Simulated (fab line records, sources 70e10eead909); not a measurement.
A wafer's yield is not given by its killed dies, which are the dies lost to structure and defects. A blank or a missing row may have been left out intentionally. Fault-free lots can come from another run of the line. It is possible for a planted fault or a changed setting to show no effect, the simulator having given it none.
Matching of chambers + flow nand_harc + 4 sister chambers for NHARC_A_STAIRCASE_TRIM_12 on rie_diel-09
The step chemistry O2, time 211.2 s. 4 wafers are shown with their chamber, then 8 later ones without.

## EACH WAFER AND ITS CHAMBER
| wafer  | chamber | drypump_motor_current_A (A) |
|--------|---------|-----------------------------|
| L537.5 | 1       | 5.9                         |
| L540.2 | 2       | 6.2                         |
| L540.5 | 0       | 5.7                         |
| L548.1 | 3       | 6.4                         |

## WAFERS WHOSE CHAMBER IS MISSING
| wafer  | drypump_motor_current_A (A) |
|--------|-----------------------------|
| L548.3 | 5.7                         |
| L548.4 | 6.2                         |
| L550.3 | 5.8                         |
| L550.4 | 6.4                         |
| L550.5 | 6.2                         |
| L552.1 | 6.4                         |
| L552.2 | 6.2                         |
| L552.3 | 5.9                         |

## THE CHAMBER EACH PASSED THROUGH
| wafer  | from the rows above     | in truth |
|--------|-------------------------|----------|
| L548.3 | 0                       | 0        |
| L548.4 | 2                       | 2        |
| L550.3 | can't be placed: 0 or 1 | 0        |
| L550.4 | 3                       | 3        |
| L550.5 | 2                       | 2        |
| L552.1 | 3                       | 3        |
| L552.2 | 2                       | 2        |
| L552.3 | 1                       | 1        |
7 of 8 placed correctly. Unplaceable from these rows: 1, with the true chamber sitting among the candidates in 1. Placed wrongly: 0.
How it was worked out, from the rows above alone: a wafer's distance from a chamber is the root of the sum, over the readings, of the square of ((its reading less the chamber's mean) divided by the reading's scatter). The wafer belongs to the nearest chamber; if the next one is less than 2 further off, it can't be placed. For every chamber, the mean is computed from those of its wafers that are shown. The scatter: root of mean squared gap, hidden wafer to nearest shown wafer, with one shown wafer a chamber.
